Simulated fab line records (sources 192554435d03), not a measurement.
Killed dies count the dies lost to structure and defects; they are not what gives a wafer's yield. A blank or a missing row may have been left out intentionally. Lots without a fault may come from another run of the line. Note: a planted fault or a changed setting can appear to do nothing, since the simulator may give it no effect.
Comparing a struck lot with a sound one | flow n5_finfet | 18 out of 1938 route steps
Sound: wafers L121.1, L121.3, L121.4. Struck: wafer L123.1 (L123.4, L123.5, from the same lot, were not struck and are left out); the cause is given at the end.
At each step with rows: each side's tool, then ch and its chambers, then its first start. Under that, the readings that differ: sound wafers | struck wafers | difference of the means | sigmas: that difference in standard deviations of wafers without a fault.
alike: words and numbers the same on both sides, and readings whose means are apart by under 2 such deviations; not compared: readings that were withheld, readings missing a value for some wafer, numbers with overlapping values and no deviation given by the record, and bounds like >300 which may hide the same value.
The two part at a step that has a row with sigmas, a row that says differs or no value, or rows on one side only. Numbers that don't overlap but have no deviation are shown without sigmas and don't part them. A reading that every wafer of one side lacks parts them only if that side has two wafers or more.

first, 11 steps without rows for these wafers: N5_BEOL_M1_DESCUM_33 (chemistry O2, time 7 s); N5_BEOL_M1_ETCH_77 (etches underlayer in N2/H2, target depth 6.5 nm, time 5.2 s); N5_BEOL_M1_ETCH_69 (etches SiARC in CF4, target depth 15.6 nm, time 26 s); N5_BEOL_M1_ALD_98 (deposits SiO2, target thk 2.5 nm, pulse time 1 s, co reactant pulse time 1 s); N5_BEOL_M1_ETCHBACK_99 (etches SiO2 in CHF3, target depth 5 nm, time 10.4 s); N5_BEOL_M1_ETCH_70 (etches SOC in N2/H2, target depth 80 nm, overetch 16 nm, time 120 s); N5_BEOL_M1_STRIP_71 (strips in N2/H2); N5_BEOL_M1_STRIP_78 (strips in N2/H2); N5_BEOL_M1_VIA_ETCH_34 (etches the open film in C4F6/O2, target depth 67.8 nm, time 64.4 s); N5_BEOL_M1_STRIP_83 (strips in C4F6/O2); N5_BEOL_M1_STRIP_36 (strips in N2/H2).
N5_BEOL_M1_TRENCH_ETCH_37: etches SiOC in C4F6/O2, target depth 55.207 nm, time 29 s.
  sound on rie_diel-05 ch 0,1,3, day 9 13:40; struck on rie_diel-05 ch 0, day 9 19:53
  reading                             | sound             | struck | difference | sigmas
  oes_ar_750_au (a.u.)                | 0.84 0.82 0.85    | 1.08   | +0.24      | +3
  oes_f_703_au (a.u.)                 | 0.84 0.82 0.84    | 1.42   | +0.59      | +7
  oes_o_777_au (a.u.)                 | 0.86 0.85 0.84    | 1.40   | +0.55      | +6
  rf_fwd_power_W (W)                  | 349.0 351.6 350.1 | 562.9  | +212.7     | +99 or more
  rf_hours_counter_h (h)              | 63 73 40          | 74     | +15        |
  rf_vpp_V (V)                        | 673 656 668       | 519    | -147       | -15
  model.BEOL_M1.feature_depth_nm (nm) | 56.4 54.2 54.4    | 65.6   | +10.6      |
  model.etch.depth_nm (nm)            | 56.5 54.17 54.34  | 65.67  | +10.67     |
  alike: chamber_pressure_mTorr, drypump_motor_current_A, mfc_ar_sccm, oes_product_au, showerhead_plenum_p_Torr, throttle_valve_pct
then, 2 steps without rows for these wafers: N5_BEOL_M1_ETCH_41 (etches SiCN in CH3F/O2, target depth 31.9 nm, time 57.8 s); N5_BEOL_M1_STRIP_97 (strips in N2/H2, time 10 s).
N5_BEOL_M1_OCD_MEAS_38:
  struck on ocd-01, day 9 20:02; sound on ocd-02, day 9 13:49
  reading              | sound          | struck | difference | sigmas
  trench_depth_nm (nm) | 55.9 54.6 54.4 | 65.8   | +10.8      | +11
then, 1 step without rows for these wafers: N5_BEOL_M1_HM_STRIP_39 (strips TiN in peroxide tin strip, target depth 25 nm, time 158 s).
N5_BEOL_M4_RC_MEAS_101:
  sound on prober-01 ch 0, day 11 11:22; struck on prober-01 ch 0, day 11 15:14
  reading        | sound          | struck | difference | sigmas
  DIBL_P (mV/V)  | 36.4 34.7 33.7 | 40.6   | +5.7       | +3
  IOFF_N (nA/um) | 0.15 0.14 0.13 | 0.23   | +0.09      | +3
  ION_N (uA/um)  | 662 665 665    | 688    | +24        | +2
  VT_N (mV)      | 252 251 254    | 244    | -8         | -3
  alike: DIBL_N, IOFF_P, ION_P, SS_N, SS_P, VT_P
N5_PASSIVATION_PROBE_49:
  the record has rows for the sound wafers here (prober-02, day 16 05:01) and none for the struck ones

== WHERE THEY PART ==
First at N5_BEOL_M1_TRENCH_ETCH_37; last, within this record, at N5_PASSIVATION_PROBE_49.

WHY: what the simulator had put in
rie_diel-05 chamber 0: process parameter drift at N5_BEOL_M1_TRENCH_ETCH_37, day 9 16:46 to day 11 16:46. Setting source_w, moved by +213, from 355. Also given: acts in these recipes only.
